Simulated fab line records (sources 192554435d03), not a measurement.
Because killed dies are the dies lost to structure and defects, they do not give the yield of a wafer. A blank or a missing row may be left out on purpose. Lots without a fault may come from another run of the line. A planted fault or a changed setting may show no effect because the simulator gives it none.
A single fault, viewed from 2 desks + flow n5 finfet + each desk has only its own numbers; what lay behind them comes last

## TOOL OWNER'S DESK, litho track-02
The tool's own readings at N5_BEOL_M1_COAT_76 (time 60 s, resist thk 5 nm): means of the sampled wafers that have a number, for each lot that ran on this tool. If a lot's mean is further than 4 standard deviations from the usual mean, the lot is out of limits and carries the mark OUT (the distance appears in the brackets).
Columns: A = heater power total W at N5_BEOL_M1_COAT_76, usual 391.7 W; B = run length s at N5_BEOL_M1_COAT_76, usual 66.07 s
| lot  | first seen here | A                       | B                       |
|------|-----------------|-------------------------|-------------------------|
| L893 | day 6 17:43     | 390.9                   | 66.14                   |
| L903 | day 9 03:28     | 390.0                   | 66.23                   |
| L908 | day 10 08:10    | 553.5 (+99 or more) OUT | 40.26 (-99 or more) OUT |
| L909 | day 10 13:31    | 553.1 (+99 or more) OUT | 40.30 (-99 or more) OUT |
This desk's finding: out of limits on L908, L909; first on L908, day 10 08:10 (heater power total W at N5_BEOL_M1_COAT_76). Within limits: L893, L903.

## FROM THE METROLOGY DESK
What the gauges read, lot by lot, whatever tool the lot ran on: means of the sampled wafers that have a number. If a lot's mean is further than 4 standard deviations from the usual mean, the lot is out of limits and carries the mark OUT (the distance appears in the brackets). Shown here are 7 of its 10 readings, the ones lying furthest out on some lot.
Columns: A = DIBL_P at N5_BEOL_M4_RC_MEAS_101, usual 36.3 mV/V; B = IOFF_N at N5_BEOL_M4_RC_MEAS_101, usual 0.16 nA/um; C = IOFF_P at N5_BEOL_M4_RC_MEAS_101, usual 0.21 nA/um; D = ION_N at N5_BEOL_M4_RC_MEAS_101, usual 673 uA/um; E = ION_P at N5_BEOL_M4_RC_MEAS_101, usual 461 uA/um; F = VT_N at N5_BEOL_M4_RC_MEAS_101, usual 250 mV; G = VT_P at N5_BEOL_M4_RC_MEAS_101, usual -250.9 mV
| lot  | first seen here | A    | B    | C    | D   | E   | F   | G      |
|------|-----------------|------|------|------|-----|-----|-----|--------|
| L893 | day 8 23:11     | 38.9 | 0.18 | 0.24 | 684 | 471 | 249 | -248.5 |
| L903 | day 11 08:14    | 34.2 | 0.13 | 0.17 | 658 | 454 | 252 | -255.3 |
| L908 | day 12 15:53    | 35.8 | 0.16 | 0.19 | 678 | 460 | 249 | -252.1 |
| L909 | day 12 22:37    | 36.4 | 0.14 | 0.21 | 662 | 456 | 254 | -250.8 |
This desk's finding: nothing out of limits on any of the 4 lots.

## ALL TOGETHER
On L908, L909, at day 10 08:10, an alarm was possible from the tool owner's desk.
At the metrology desk, nothing out of limits was observed.
The metrology desk has L908, L909 on record, within its limits.
All the named lots went through N5_BEOL_M1_COAT_76 on litho track-02.

## WHAT HAD BEEN PUT IN BY THE SIMULATOR
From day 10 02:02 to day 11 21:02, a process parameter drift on litho track-02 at N5_BEOL_M1_COAT_76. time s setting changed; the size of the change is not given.
Lots struck among those shown: L908, L909.
Hours from the fault's start to each desk's first reading out of limits: the tool owner's desk, 6.
